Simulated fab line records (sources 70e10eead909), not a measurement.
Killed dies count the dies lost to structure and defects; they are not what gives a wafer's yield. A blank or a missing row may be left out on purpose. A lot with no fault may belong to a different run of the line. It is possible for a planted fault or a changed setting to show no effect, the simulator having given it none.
The same fault as seen by 2 desks    flow nandHarc    each desk holds nothing but its own numbers, with what lay behind them at the end

THE METROLOGY DESK
Lot by lot, what the gauges showed, no matter which tool ran the lot: averages of those sampled wafers that carry a number. A lot is out of limits, marked OUT, if its mean lies more than 4 standard deviations from the usual mean; the brackets give that distance.
Columns: A = overlayXNm at NHARC_P_GATE_OVL_MEAS_27, usual 0.3 nm; B = overlayYNm at NHARC_P_GATE_OVL_MEAS_27, usual 0.1 nm
lot   first seen here  A     B
L757  day 4 18:41      0.9   -0.1
L759  day 5 00:35      -0.1  0.1
L758  day 5 04:12      0.2   0.1
L761  day 5 14:46      0.2   -0.8
L763  day 6 03:55      -0.8  0.1
L766  day 6 17:58      0.0   -0.5
L770  day 8 00:11      0.3   0.3
L771  day 8 08:36      0.5   -0.4
L777  day 9 15:43      0.0   0.7
L776  day 9 16:13      0.4   -0.2
L779  day 10 05:12     -0.1  0.7
L780  day 10 05:33     -0.9  1.2
This desk's finding: nothing out of limits on any of the 12 lots.

AT THE TOOL OWNER'S DESK: aldSin-01
The tool's own readings at NHARC_P_GATE_ALD_36 (deposits SiNx, target thk 20 nm, pulse time 60 s, ald cycles 223): means of the sampled wafers that have a number, for each lot that ran on this tool. A lot is out of limits, marked OUT, if its mean lies more than 4 standard deviations from the usual mean; the brackets give that distance.
Columns: A = heaterPowerW at NHARC_P_GATE_ALD_36, usual 859 W; B = precursorPulseHeightRel at NHARC_P_GATE_ALD_36, usual 1.000
lot   first seen here  A    B
L759  day 5 03:14      808  0.995
L761  day 5 16:10      816  0.993
L763  day 6 05:31      786  1.005
L770  day 8 02:40      803  1.001
L771  day 8 11:01      892  1.003
This desk's finding: nothing out of limits on any of the 5 lots.

ALL TOGETHER
The metrology desk saw nothing out of limits.
Nothing out of limits was seen by the tool owner's desk.

WHAT THE SIMULATOR PUT IN
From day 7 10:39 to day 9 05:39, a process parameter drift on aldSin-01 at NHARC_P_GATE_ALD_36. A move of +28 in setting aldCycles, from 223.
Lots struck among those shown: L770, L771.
